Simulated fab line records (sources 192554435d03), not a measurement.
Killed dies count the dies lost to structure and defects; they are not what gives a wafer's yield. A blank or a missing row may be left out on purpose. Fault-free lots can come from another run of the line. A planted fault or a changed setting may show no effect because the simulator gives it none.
Which tool did it?	flow n5-finfet	72 wafers from 24 lots sampled at 6 of the route's 1938 steps

== WHAT EACH GAUGE READ, for each wafer ==
No reading from a measuring or inspecting step in the record can be judged against a usual standard deviation.

== WHAT TOOL EACH LOT RAN ON (gives the tool, then ch and the chambers of the sampled wafers, and finally the start) ==
lot	N5_BEOL_M5_STRIP_36	N5_BEOL_M5_PRE_CLEAN_45	N5_BEOL_M5_ALD_86	N5_BEOL_M5_ANNEAL_49	N5_BEOL_M6_DESCUM_16	N5_BEOL_M6_ALD_77
L074	rie-diel-02 ch 0,1,2, day 8 00:46	pvd-sputter-01, day 8 01:59	ald-metal-01 ch 0,1,2, day 8 02:17	pvd-sputter-03, day 8 04:58	rie-diel-01 ch 0,2,3, day 8 13:08	ald-metal-04 ch 1,3, day 8 15:56
L075	rie-diel-05 ch 1,2, day 8 09:22	pvd-sputter-03, day 8 10:11	ald-metal-03 ch 0,1,2, day 8 10:15	pvd-sputter-03, day 8 10:56	rie-diel-04 ch 1,2, day 8 22:06	ald-metal-02 ch 0,2,3, day 9 01:58
L077	rie-diel-05 ch 1,2, day 9 02:08	pvd-sputter-01, day 9 03:12	ald-metal-01 ch 0,2,3, day 9 03:16	pvd-sputter-02, day 9 04:11	rie-diel-01 ch 2,3, day 9 11:13	ald-metal-04 ch 2,3, day 9 14:59
L076	rie-diel-02 ch 1,2,3, day 9 13:17	pvd-sputter-03, day 9 14:50	ald-metal-03 ch 1,2, day 9 14:55	pvd-sputter-01, day 9 15:32	rie-diel-06 ch 0,1,3, day 9 23:15	ald-metal-04 ch 1,2,3, day 10 03:29
L078	rie-diel-02 ch 0,1,2, day 9 20:41	pvd-sputter-03, day 9 21:39	ald-metal-04 ch 1,2,3, day 9 21:43	pvd-sputter-01, day 9 23:02	rie-diel-04 ch 1,2,3, day 10 06:11	ald-metal-02 ch 0,2,3, day 10 10:29
L079	rie-diel-05 ch 0,2, day 10 07:35	pvd-sputter-02, day 10 08:22	ald-metal-04 ch 1,2,3, day 10 08:27	pvd-sputter-03, day 10 09:50	rie-diel-06 ch 1,2,3, day 10 16:37	ald-metal-04 ch 0,3, day 10 21:06
L080	rie-diel-03 ch 1,2, day 10 16:07	pvd-sputter-02, day 10 18:17	ald-metal-04 ch 0,2, day 10 18:22	pvd-sputter-02, day 10 18:53	rie-diel-04 ch 0,3, day 11 05:42	ald-metal-04 ch 1,2,3, day 11 10:28
L082	rie-diel-03 ch 0,1,3, day 10 18:12	pvd-sputter-01, day 10 18:59	ald-metal-03 ch 1,2,3, day 10 19:04	pvd-sputter-01, day 10 21:16	rie-diel-06 ch 0,1,2, day 11 05:46	ald-metal-03 ch 1,2,3, day 11 10:13
L081	rie-diel-03 ch 0,1,2, day 10 22:23	pvd-sputter-02, day 10 23:38	ald-metal-04 ch 1,3, day 10 23:43	pvd-sputter-02, day 11 00:39	rie-diel-01 ch 0,2,3, day 11 09:36	ald-metal-04 ch 1,3, day 11 13:27
L083	rie-diel-05 ch 0,1, day 11 05:53	pvd-sputter-01, day 11 08:29	ald-metal-04 ch 0,1, day 11 08:34	pvd-sputter-02, day 11 09:08	rie-diel-01 ch 0,1, day 11 17:03	ald-metal-02 ch 0,3, day 11 19:30
L084	rie-diel-03 ch 0,3, day 11 08:17	pvd-sputter-01, day 11 09:26	ald-metal-04 ch 1,2, day 11 09:43	pvd-sputter-03, day 11 10:38	rie-diel-06 ch 0,1,3, day 11 18:46	ald-metal-04 ch 0,1,2, day 11 22:03
L086	rie-diel-02 ch 0,1,2, day 11 14:20	pvd-sputter-02, day 11 16:13	ald-metal-04 ch 0,1,2, day 11 16:17	pvd-sputter-02, day 11 16:49	rie-diel-01 ch 0,1,2, day 11 23:29	ald-metal-02 ch 0,2, day 12 02:28
L085	rie-diel-05 ch 1,2, day 11 15:48	pvd-sputter-02, day 11 16:36	ald-metal-01 ch 2,3, day 11 16:40	pvd-sputter-03, day 11 17:22	rie-diel-04 ch 0,1,3, day 12 02:01	ald-metal-03 ch 0,2,3, day 12 05:43
L088	rie-diel-05 ch 0,1, day 11 21:17	pvd-sputter-02, day 11 22:13	ald-metal-01 ch 0,1, day 11 22:24	pvd-sputter-01, day 12 00:44	rie-diel-04 ch 1,3, day 12 10:46	ald-metal-02 ch 1,2, day 12 14:05
L087	rie-diel-05 ch 0,1,3, day 12 04:31	pvd-sputter-01, day 12 05:41	ald-metal-01 ch 2,3, day 12 05:44	pvd-sputter-02, day 12 06:17	rie-diel-04 ch 1,2,3, day 12 14:40	ald-metal-03 ch 0,1, day 12 17:14
L090	rie-diel-05 ch 0,1,3, day 12 10:02	pvd-sputter-01, day 12 10:53	ald-metal-04 ch 1,2,3, day 12 10:56	pvd-sputter-02, day 12 11:34	rie-diel-04 ch 0,1,3, day 12 18:28	ald-metal-04 ch 0,1, day 12 22:35
L089	rie-diel-05 ch 0,2,3, day 12 16:22	pvd-sputter-02, day 12 17:16	ald-metal-01 ch 0,1,3, day 12 17:19	pvd-sputter-02, day 12 17:52	rie-diel-01 ch 0,2,3, day 13 01:21	ald-metal-02 ch 2,3, day 13 05:19
L091	rie-diel-05 ch 0,1,3, day 13 00:25	pvd-sputter-02, day 13 01:31	ald-metal-01 ch 1,2, day 13 01:34	pvd-sputter-02, day 13 03:46	rie-diel-06 ch 1,2,3, day 13 10:38	ald-metal-02 ch 2,3, day 13 15:05
L092	rie-diel-03 ch 1,2,3, day 13 03:46	pvd-sputter-03, day 13 04:50	ald-metal-04 ch 1,2, day 13 05:07	pvd-sputter-03, day 13 05:49	rie-diel-06 ch 1,2,3, day 13 14:36	ald-metal-03 ch 0,1,3, day 13 18:58
L093	rie-diel-03 ch 2,3, day 13 12:40	pvd-sputter-02, day 13 13:47	ald-metal-01 ch 0,1,2, day 13 13:51	pvd-sputter-03, day 13 14:26	rie-diel-01 ch 0,3, day 13 22:11	ald-metal-02 ch 0,1, day 14 00:26
L094	rie-diel-02 ch 0,1,2, day 13 18:10	pvd-sputter-01, day 13 18:58	ald-metal-01 ch 0,1,2, day 13 19:06	pvd-sputter-01, day 13 19:39	rie-diel-06 ch 1,3, day 14 03:53	ald-metal-02 ch 2,3, day 14 08:02
L095	rie-diel-02 ch 0,1,2, day 14 08:58	pvd-sputter-01, day 14 09:44	ald-metal-03 ch 1,2,3, day 14 10:01	pvd-sputter-02, day 14 11:20	rie-diel-01 ch 0,2,3, day 14 18:13	ald-metal-04 ch 1,2,3, day 15 01:57
L097	rie-diel-03 ch 0,1,3, day 14 11:11	pvd-sputter-01, day 14 12:32	ald-metal-04 ch 0,1,2, day 14 12:35	pvd-sputter-03, day 14 13:22	rie-diel-04 ch 1,2,3, day 14 21:25	ald-metal-04 ch 0,2,3, day 15 03:25
L096	rie-diel-02 ch 0,2,3, day 14 11:32	pvd-sputter-01, day 14 12:43	ald-metal-03 ch 0,1,3, day 14 12:49	pvd-sputter-01, day 14 15:15	rie-diel-06 ch 1,2,3, day 15 02:36	ald-metal-03 ch 2,3, day 15 05:33
- N5_BEOL_M5_STRIP_36: strips in N2/H2.
- N5_BEOL_M5_PRE_CLEAN_45: time 30 s.
- N5_BEOL_M5_ALD_86: deposits TaN, pulse time 2 s, purge time 3 s, co reactant purge time 2 s.
- N5_BEOL_M5_ANNEAL_49: time 1800 s.
- N5_BEOL_M6_DESCUM_16: chemistry O2, time 7.9 s.
- N5_BEOL_M6_ALD_77: deposits TaN, target thk 2 nm, pulse time 2 s, purge time 3 s.

== WHAT THE TOOLS THEMSELVES READ (means of the sampled wafers that have a number; where no wafer has one, the mark that the record gives instead) ==
N5_BEOL_M5_STRIP_36.
lot	tool	drypump-motor-current-A (A)	oes-product-au (a.u.)	rf-vpp-V (V)	showerhead-plenum-p-Torr (Torr)	throttle-valve-pct (%)
L074	rie-diel-02	5.8	0.75	61.0	2.53	23.34
L075	rie-diel-05	5.8	0.71	59.1	2.58	23.58
L077	rie-diel-05	6.2	0.74	58.4	2.55	23.65
L076	rie-diel-02	6.1	0.72	58.0	2.54	23.57
L078	rie-diel-02	5.8	0.73	58.9	2.52	23.36
L079	rie-diel-05	6.6	0.74	58.9	2.47	23.54
L080	rie-diel-03	5.6	0.80	58.0	2.53	23.88
L082	rie-diel-03	5.4	0.79	59.5	2.54	23.74
L081	rie-diel-03	5.8	0.87	59.6	2.53	23.77
L083	rie-diel-05	6.2	0.81	59.3	2.49	23.47
L084	rie-diel-03	5.2	0.78	59.1	2.58	23.73
L086	rie-diel-02	5.8	0.81	60.7	2.62	23.28
L085	rie-diel-05	5.7	0.90	61.6	2.57	23.54
L088	rie-diel-05	5.7	0.88	60.1	2.54	23.48
L087	rie-diel-05	6.0	0.80	59.6	2.55	23.64
L090	rie-diel-05	5.9	0.79	58.6	2.55	23.64
L089	rie-diel-05	6.4	0.72	58.2	2.52	23.73
L091	rie-diel-05	5.9	0.78	57.9	2.55	23.64
L092	rie-diel-03	5.4	0.77	57.7	2.57	23.87
L093	rie-diel-03	5.2	0.76	59.2	2.61	23.83
L094	rie-diel-02	5.8	0.88	60.0	2.62	23.31
L095	rie-diel-02	5.8	0.86	59.6	2.61	23.31
L097	rie-diel-03	5.4	0.76	59.4	2.53	23.78
L096	rie-diel-02	5.8	0.93	59.7	2.63	23.24

N5_BEOL_M5_PRE_CLEAN_45.
lot	tool	heater-power-w (W)
L074	pvd-sputter-01	336
L075	pvd-sputter-03	336
L077	pvd-sputter-01	315
L076	pvd-sputter-03	360
L078	pvd-sputter-03	339
L079	pvd-sputter-02	329
L080	pvd-sputter-02	327
L082	pvd-sputter-01	316
L081	pvd-sputter-02	335
L083	pvd-sputter-01	335
L084	pvd-sputter-01	316
L086	pvd-sputter-02	315
L085	pvd-sputter-02	324
L088	pvd-sputter-02	338
L087	pvd-sputter-01	317
L090	pvd-sputter-01	311
L089	pvd-sputter-02	333
L091	pvd-sputter-02	327
L092	pvd-sputter-03	315
L093	pvd-sputter-02	335
L094	pvd-sputter-01	330
L095	pvd-sputter-01	335
L097	pvd-sputter-01	353
L096	pvd-sputter-01	357

N5_BEOL_M5_ALD_86.
lot	tool	heater-power-w (W)	mfc-carrier-sccm (sccm)	precursor-vessel-pressure-torr (Torr)
L074	ald-metal-01	443	1499	26.25
L075	ald-metal-03	432	1498	26.19
L077	ald-metal-01	447	1498	26.23
L076	ald-metal-03	451	1497	26.23
L078	ald-metal-04	432	1502	26.26
L079	ald-metal-04	437	1504	26.25
L080	ald-metal-04	424	1503	26.25
L082	ald-metal-03	433	1504	26.22
L081	ald-metal-04	424	1497	26.22
L083	ald-metal-04	405	1500	26.30
L084	ald-metal-04	437	1494	26.18
L086	ald-metal-04	428	1494	26.24
L085	ald-metal-01	460	1498	26.35
L088	ald-metal-01	443	1494	26.23
L087	ald-metal-01	453	1504	26.16
L090	ald-metal-04	430	1502	26.26
L089	ald-metal-01	454	1498	26.27
L091	ald-metal-01	430	1503	26.23
L092	ald-metal-04	446	1502	26.27
L093	ald-metal-01	436	1497	26.26
L094	ald-metal-01	435	1501	26.19
L095	ald-metal-03	433	1501	26.30
L097	ald-metal-04	425	1499	26.21
L096	ald-metal-03	415	1500	26.26

N5_BEOL_M5_ANNEAL_49.
lot	tool	heater-power-w (W)
L074	pvd-sputter-03	792
L075	pvd-sputter-03	762
L077	pvd-sputter-02	813
L076	pvd-sputter-01	796
L078	pvd-sputter-01	829
L079	pvd-sputter-03	850
L080	pvd-sputter-02	834
L082	pvd-sputter-01	787
L081	pvd-sputter-02	835
L083	pvd-sputter-02	817
L084	pvd-sputter-03	842
L086	pvd-sputter-02	804
L085	pvd-sputter-03	778
L088	pvd-sputter-01	828
L087	pvd-sputter-02	825
L090	pvd-sputter-02	815
L089	pvd-sputter-02	805
L091	pvd-sputter-02	800
L092	pvd-sputter-03	781
L093	pvd-sputter-03	898
L094	pvd-sputter-01	843
L095	pvd-sputter-02	842
L097	pvd-sputter-03	840
L096	pvd-sputter-01	827

N5_BEOL_M6_DESCUM_16.
lot	tool	drypump-motor-current-A (A)	oes-product-au (a.u.)	rf-vpp-V (V)	showerhead-plenum-p-Torr (Torr)	throttle-valve-pct (%)
L074	rie-diel-01	5.6	0.79	243.7	2.10	20.40
L075	rie-diel-04	5.9	0.70	243.5	2.11	20.40
L077	rie-diel-01	5.8	0.79	243.2	2.04	20.38
L076	rie-diel-06	5.5	0.81	243.7	2.14	20.29
L078	rie-diel-04	5.7	0.81	243.3	2.08	20.37
L079	rie-diel-06	5.7	0.86	244.5	2.12	20.34
L080	rie-diel-04	5.7	0.77	241.5	2.00	20.25
L082	rie-diel-06	5.8	0.79	244.7	2.15	20.18
L081	rie-diel-01	5.6	0.85	243.3	2.09	20.21
L083	rie-diel-01	5.3	0.90	243.9	2.09	20.30
L084	rie-diel-06	5.5	0.81	244.0	2.14	20.33
L086	rie-diel-01	5.4	0.85	243.1	2.09	20.34
L085	rie-diel-04	5.7	0.82	242.1	2.05	20.34
L088	rie-diel-04	5.6	0.86	243.2	2.10	20.42
L087	rie-diel-04	5.7	0.79	243.0	2.08	20.39
L090	rie-diel-04	5.6	0.81	243.1	2.05	20.35
L089	rie-diel-01	5.6	0.84	242.8	2.09	20.25
L091	rie-diel-06	5.7	0.82	243.8	2.12	20.37
L092	rie-diel-06	5.7	0.82	243.4	2.12	20.37
L093	rie-diel-01	5.8	0.86	242.9	2.08	20.07
L094	rie-diel-06	5.5	0.83	242.7	2.10	20.50
L095	rie-diel-01	5.6	0.81	243.4	2.08	20.27
L097	rie-diel-04	5.6	0.77	241.8	2.07	20.43
L096	rie-diel-06	5.7	0.80	243.4	2.11	20.39

N5_BEOL_M6_ALD_77.
lot	tool	heater-power-w (W)	mfc-carrier-sccm (sccm)	precursor-vessel-pressure-torr (Torr)
L074	ald-metal-04	422	1499	26.24
L075	ald-metal-02	378	1499	26.28
L077	ald-metal-04	422	1496	26.27
L076	ald-metal-04	434	1495	26.26
L078	ald-metal-02	374	1504	26.22
L079	ald-metal-04	407	1505	26.21
L080	ald-metal-04	436	1500	26.25
L082	ald-metal-03	430	1498	26.27
L081	ald-metal-04	426	1498	26.22
L083	ald-metal-02	391	1497	26.23
L084	ald-metal-04	426	1497	26.25
L086	ald-metal-02	356	1502	26.23
L085	ald-metal-03	402	1495	26.27
L088	ald-metal-02	343	1497	26.18
L087	ald-metal-03	436	1500	26.20
L090	ald-metal-04	403	1498	26.25
L089	ald-metal-02	364	1496	26.28
L091	ald-metal-02	369	1499	26.23
L092	ald-metal-03	418	1498	26.29
L093	ald-metal-02	369	1500	26.29
L094	ald-metal-02	401	1499	26.17
L095	ald-metal-04	434	1502	26.25
L097	ald-metal-04	423	1499	26.25
L096	ald-metal-03	401	1498	26.23

== THE ANSWER, worked out from the rows above alone ==
Rule: the lots themselves supply what counts as usual. Put in order of their means at a reading, lots are off if they are a third of the lots or fewer, leave a main group of 4 or more, and stand apart from it by a gap of 3 or more times the standard deviation of the main group's means; of several such gaps the widest counts. If all means in a main group match to the digits the tables above print for the reading, that group is not used. A lot without any number at a reading at which 4 lots or more have one is off too. All remaining lots with rows at the step are treated as sound. First the gauges in route order, then the tools' own readings, where a lot's mean is used as printed above. At the first step where some lot is off, the reading lying furthest off is the one used; lots without a number count as furthest.
No lot is off on any of the readings shown, so nothing can be concluded from this.

== WHAT HAD BEEN PUT IN BY THE SIMULATOR ==
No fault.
